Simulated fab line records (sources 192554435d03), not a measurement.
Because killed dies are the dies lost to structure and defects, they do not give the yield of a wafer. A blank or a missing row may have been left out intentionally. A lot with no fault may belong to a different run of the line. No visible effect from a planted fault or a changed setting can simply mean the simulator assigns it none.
Lot-split experiment :: flow n5-finfet :: on a route of 1938 steps: 7 lots, 21 wafers read

== THE SPLIT ==
At N5_BEOL_M11_ETCH_41 (etches SiCN in CH3F/O2, target depth 42.6 nm, time 86 s), the setting time-s was moved away from the recipe's 86 s on 8 of the 21 wafers read, by -12.7% to +18.6%. The other wafers ran this setting at the recipe's value.

The reading comes from the split's own step.

== THE READING ==
etch.depth-nm (the simulator's own value, which no gauge read), in nm, at N5_BEOL_M11_ETCH_41 (etches SiCN in CH3F/O2, target depth 42.6 nm, time 86 s). The file does not state a usual value for it. Across the 13 wafers here that went through the recipe, the average is 32.41 nm and the standard deviation 0.52 nm.

wafer: L076.2
tool, chamber at the split: rie-diel-02, 3
time-s as run, s: 86
against the recipe: recipe
etch.depth-nm, nm: 32.39
against lot-mates on the recipe: -

wafer: L076.4
tool, chamber at the split: rie-diel-02, 1
time-s as run, s: 76.55
against the recipe: -11.0%
etch.depth-nm, nm: 29.67
against lot-mates on the recipe: -2.72

wafer: L076.5
tool, chamber at the split: rie-diel-02, 0
time-s as run, s: 76.55
against the recipe: -11.0%
etch.depth-nm, nm: 28.46
against lot-mates on the recipe: -3.93

wafer: L078.4
tool, chamber at the split: rie-diel-05, 1
time-s as run, s: 75.04
against the recipe: -12.7%
etch.depth-nm, nm: 28.36
against lot-mates on the recipe: -4.52

wafer: L078.5
tool, chamber at the split: rie-diel-05, 3
time-s as run, s: 75.04
against the recipe: -12.7%
etch.depth-nm, nm: 28.02
against lot-mates on the recipe: -4.86

wafer: L078.6
tool, chamber at the split: rie-diel-05, 0
time-s as run, s: 86
against the recipe: recipe
etch.depth-nm, nm: 32.88
against lot-mates on the recipe: -

wafer: L080.2
tool, chamber at the split: rie-diel-06, 2
time-s as run, s: 86
against the recipe: recipe
etch.depth-nm, nm: 33.27
against lot-mates on the recipe: -

wafer: L080.3
tool, chamber at the split: rie-diel-06, 1
time-s as run, s: 86
against the recipe: recipe
etch.depth-nm, nm: 32.18
against lot-mates on the recipe: -

wafer: L080.4
tool, chamber at the split: rie-diel-06, 0
time-s as run, s: 86
against the recipe: recipe
etch.depth-nm, nm: 32.33
against lot-mates on the recipe: -

wafer: L088.1
tool, chamber at the split: rie-diel-06, 3
time-s as run, s: 94.66
against the recipe: +10.1%
etch.depth-nm, nm: 34.78
against lot-mates on the recipe: +2.52

wafer: L088.2
tool, chamber at the split: rie-diel-06, 0
time-s as run, s: 86
against the recipe: recipe
etch.depth-nm, nm: 32.26
against lot-mates on the recipe: -

wafer: L088.4
tool, chamber at the split: rie-diel-06, 1
time-s as run, s: 94.66
against the recipe: +10.1%
etch.depth-nm, nm: 35.58
against lot-mates on the recipe: +3.32

wafer: L089.1
tool, chamber at the split: rie-diel-05, 1
time-s as run, s: 86
against the recipe: recipe
etch.depth-nm, nm: 32.11
against lot-mates on the recipe: -

wafer: L089.3
tool, chamber at the split: rie-diel-05, 2
time-s as run, s: 86
against the recipe: recipe
etch.depth-nm, nm: 31.85
against lot-mates on the recipe: -

wafer: L089.4
tool, chamber at the split: rie-diel-05, 3
time-s as run, s: 86
against the recipe: recipe
etch.depth-nm, nm: 31.75
against lot-mates on the recipe: -

wafer: L087.1
tool, chamber at the split: rie-diel-02, 0
time-s as run, s: 86
against the recipe: recipe
etch.depth-nm, nm: 31.69
against lot-mates on the recipe: -

wafer: L087.2
tool, chamber at the split: rie-diel-02, 2
time-s as run, s: 102
against the recipe: +18.6%
etch.depth-nm, nm: 38.83
against lot-mates on the recipe: +6.70

wafer: L087.5
tool, chamber at the split: rie-diel-02, 2
time-s as run, s: 86
against the recipe: recipe
etch.depth-nm, nm: 32.57
against lot-mates on the recipe: -

wafer: L097.1
tool, chamber at the split: rie-diel-06, 3
time-s as run, s: 80.18
against the recipe: -6.8%
etch.depth-nm, nm: 29.9
against lot-mates on the recipe: -3.10

wafer: L097.3
tool, chamber at the split: rie-diel-06, 1
time-s as run, s: 86
against the recipe: recipe
etch.depth-nm, nm: 32.59
against lot-mates on the recipe: -

wafer: L097.5
tool, chamber at the split: rie-diel-06, 2
time-s as run, s: 86
against the recipe: recipe
etch.depth-nm, nm: 33.41
against lot-mates on the recipe: -

FIT RESULTS
A straight line over all 21 wafers: etch.depth-nm changes by +0.321 nm for each +1% of time-s; r = +0.98; the points scatter about the line by 0.53 nm.
The same after taking each lot's own level away (the mean of its wafers on the recipe; 21 wafers): +0.341 nm for each +1%; r = +0.98; scatter 0.48 nm.
That fit puts the effect of the largest move of time-s on the reading at 6.3 nm.
From 31.903 to 33.000 nm: that is the span of the lots' own levels, equal to 2.1 times the standard deviation above.
The two slopes agree, so the slope changes little with the lot-to-lot level.
Check: for one of the wafers moved furthest among these (+18.6%), held out of the fit, the line's prediction against its lot-mates is +6.04 nm. Against them it came out at +6.7 nm.

== FILE'S OWN FIT ==
etch.depth-nm changes by +0.35 nm for each +1% of time-s, r = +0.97.
